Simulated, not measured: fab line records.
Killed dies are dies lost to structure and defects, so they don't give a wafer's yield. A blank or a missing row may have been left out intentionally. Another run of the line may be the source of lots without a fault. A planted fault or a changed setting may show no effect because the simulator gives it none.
A lot that was struck, set against a sound lot :: flow n5_finfet :: 16 steps out of a route of 1938
Sound: the wafers L233.1, L233.4, L233.6. The struck wafers were L235.1, L235.2, L235.6. Last of all comes the cause.
Per side, at each step with rows, come the tool, then ch with its chambers, and then its first start. Under that, the readings that differ: sound wafers :: struck wafers :: difference of the means :: sigmas: that difference in standard deviations of wafers without a fault.
alike: words and numbers the same on both sides, and readings whose means are apart by under 2 such deviations; not compared: readings that were withheld, readings missing a value for some wafer, numbers with overlapping values and no deviation given by the record, and bounds like >300 which may hide the same value.
The two part at a step that has a row with sigmas, a row that says differs or no value, or rows on one side only. Numbers that don't overlap but have no deviation are shown without sigmas and don't part them. A reading that every wafer of one side lacks parts them only if that side has two wafers or more.

first, 1 step without rows for these wafers: N5_ILD0_CURE_02 (time 1800 s).
N5_ILD0_CMP_03: polishes, stops on SiNx, t overpolish 1.9 s, target thk 197.38 nm.
  sound on cmp-02 ch 0,2, day 4 06:53; struck on cmp-03 ch 2,3, day 4 19:22
reading: time_to_endpoint_s (s)
sound: 72 64 70
struck: 79 74 76
difference: +8
sigmas: +2
  alike: motor_current_A, overpolish_run_s, platen_rpm
N5_ILD0_THK_MEAS_04:
  sound on film_metro-02 at day 4 07:10; struck on film_metro-01 at day 4 19:37
reading: thk_nm (nm)
sound: 197.5 194.4 195.9
struck: 199.1 199.8 198.9
difference: +3.3
sigmas: +3
N5_ILD0_CMP_07: polishes SiO2 flowable, stops on poly-Si, t overpolish 1.18 s, target thk 138.88 nm.
  sound on cmp-01 ch 0,1,2, day 4 07:12; struck on cmp-02 ch 1,2,3, day 4 19:39
  alike: motor_current_A, platen_rpm
N5_ILD0_THK_MEAS_08:
  sound on film_metro-01 at day 4 07:30; struck on film_metro-01 at day 4 19:57
  alike: thk_nm
then, 1 step without rows for these wafers: N5_ILD0_PRECLEAN_10 (cleans in NF3:NH3, afs cycles 5, time 20 s, sublimation time 60 s).
N5_ILD0_ALD_15: deposits SiNx, target thk 24 nm, pulse time 1 s, ald cycles 480.
  sound on ald_sin-02 ch 1,2, day 4 08:13; struck on ald_sin-01 ch 0,1,3, day 4 20:40
  alike: heater_power_w, precursor_pulse_height_rel
N5_ILD0_CMP_12: polishes SiNx, stops on poly-Si, t overpolish 6 s, target thk 17.67 nm.
  sound on cmp-01 ch 0,2,3, day 4 10:25; struck on cmp-02 ch 1,2, day 4 22:52
  alike: motor_current_A, overpolish_run_s, platen_rpm, time_to_endpoint_s
N5_ILD0_THK_MEAS_13:
  sound on film_metro-01 at day 4 10:43; struck on film_metro-01 at day 4 23:10
reading: thk_nm (nm)
sound: 18.5 16.5 17.8
struck: 13.3 14.6 14.9
difference: -3.3
sigmas: -3
N5_ILD0_INSPECT_06: inspects for defects (darkfield).
  sound on defect_inspect-01 at day 4 10:44; struck on defect_inspect-02 at day 4 23:11
  alike: raw_defect_count
N5_SDB_HM_DEP_00: deposits SiNx from SiH4/NH3/N2, target thk 40 nm, time 35.3 s.
  sound on pecvd-02 ch 0,1,2, day 4 10:47; struck on pecvd-03 ch 0,1, day 4 23:13
  alike: heater_power_w, rf_fwd_power_W, showerhead_plenum_p_Torr, throttle_valve_pct
then, 1 step without rows for these wafers: N5_SDB_COAT_03 (time 60 s, resist thk 100 nm).
N5_SDB_COAT_04: time 60 s, resist thk 18 nm.
  sound on litho_track-04 ch 0, day 4 10:52; struck on litho_track-04 ch 0, day 4 23:19
reading: exhaust_pa (Pa)
sound: 45.1 43.9 44.5
struck: 46.1 45.5 46.8
difference: +1.6
sigmas: +2

reading: heater_power_total_W (W)
sound: 429.9 427.6 429.9
struck: 455.3 455.6 455.4
difference: +26.3
sigmas: +12

reading: run_length_s (s)
sound: 66.54 66.53 66.39
struck: 60.76 60.75 60.72
difference: -5.74
sigmas: -21
then, 1 step without rows for these wafers: N5_SDB_COAT_05 (resist thk 90 nm).
-- the record jumps here: 4 days lie between the struck wafers' starts before and after (it left off in module SDB and takes up again in module BEOL_M4, whose first step shown is number 1111 of the route) --
N5_BEOL_M4_RC_MEAS_101:
  sound on prober-02 ch 0, day 8 15:08; struck on prober-02 ch 0, day 9 02:13
  alike: DIBL_N, DIBL_P, IOFF_N, IOFF_P, ION_N, ION_P, SS_N, SS_P, VT_N, VT_P
-- record jumps: 4 days separate the struck wafers' starts on either side; left off in module BEOL_M4, taken up again in module PASSIVATION, whose first shown step is the route's number 1936 --
N5_PASSIVATION_PROBE_49:
  only the struck wafers here have rows in the record (prober-01, day 13 08:48); the sound ones have none

== WHERE THEY PART ==
At N5_ILD0_CMP_03 first; at N5_PASSIVATION_PROBE_49 last (within this record only).

WHY: whatever the simulator had introduced
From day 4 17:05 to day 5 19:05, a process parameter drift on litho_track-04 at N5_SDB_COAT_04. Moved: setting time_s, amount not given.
